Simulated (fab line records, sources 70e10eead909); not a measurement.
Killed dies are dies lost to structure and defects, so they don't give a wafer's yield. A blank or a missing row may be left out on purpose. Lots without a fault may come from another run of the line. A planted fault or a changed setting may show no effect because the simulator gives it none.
Chamber matching | flow nand_harc | NHARC_A_CONTACT_DEP_58 on pecvd-03: 3 sister chambers
The step deposits SiON, target thk 60 nm. 6 wafers are shown with their chamber, then 7 later ones without.

WAFERS WITH THEIR CHAMBER
wafer  | chamber | showerhead_vpp_V (V) | heater_power_w (W)
L453.2 | 0       | 1195                 | 832
L459.1 | 1       | 1229                 | 590
L459.2 | 2       | 1131                 | 603
L459.4 | 0       | 1225                 | 723
L460.1 | 1       | 1224                 | 629
L460.4 | 2       | 1127                 | 604

WAFERS WITHOUT THEIR CHAMBER
wafer  | showerhead_vpp_V (V) | heater_power_w (W)
L460.5 | 1209                 | 826
L458.1 | 1176                 | 799
L458.3 | 1236                 | 706
L458.6 | 1225                 | 707
L469.3 | 1212                 | 712
L469.4 | 1212                 | 693
L469.5 | 1139                 | 625

WHICH CHAMBER EACH WENT THROUGH
wafer  | from the rows above     | in truth
L460.5 | 0                       | 0
L458.1 | 0                       | 0
L458.3 | can't be placed: 1 or 0 | 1
L458.6 | can't be placed: 0 or 1 | 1
L469.3 | can't be placed: 0 or 1 | 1
L469.4 | can't be placed: 0 or 1 | 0
L469.5 | 2                       | 2
Placed correctly: 3 of 7. Can't be placed from these rows: 4 (the true chamber is among the candidates in 4). Placed wrongly: 0.
How it was worked out, from the rows above alone: a wafer's distance from a chamber is the root of the sum, over the readings, of the square of ((its reading less the chamber's mean) divided by the reading's scatter). The wafer belongs to the nearest chamber; if the next one is less than 2 further off, it can't be placed. A chamber's mean is the mean of its shown wafers. The scatter: the root of (the sum of the squares of (reading less its chamber's mean) over the shown wafers, divided by (wafers less chambers)).
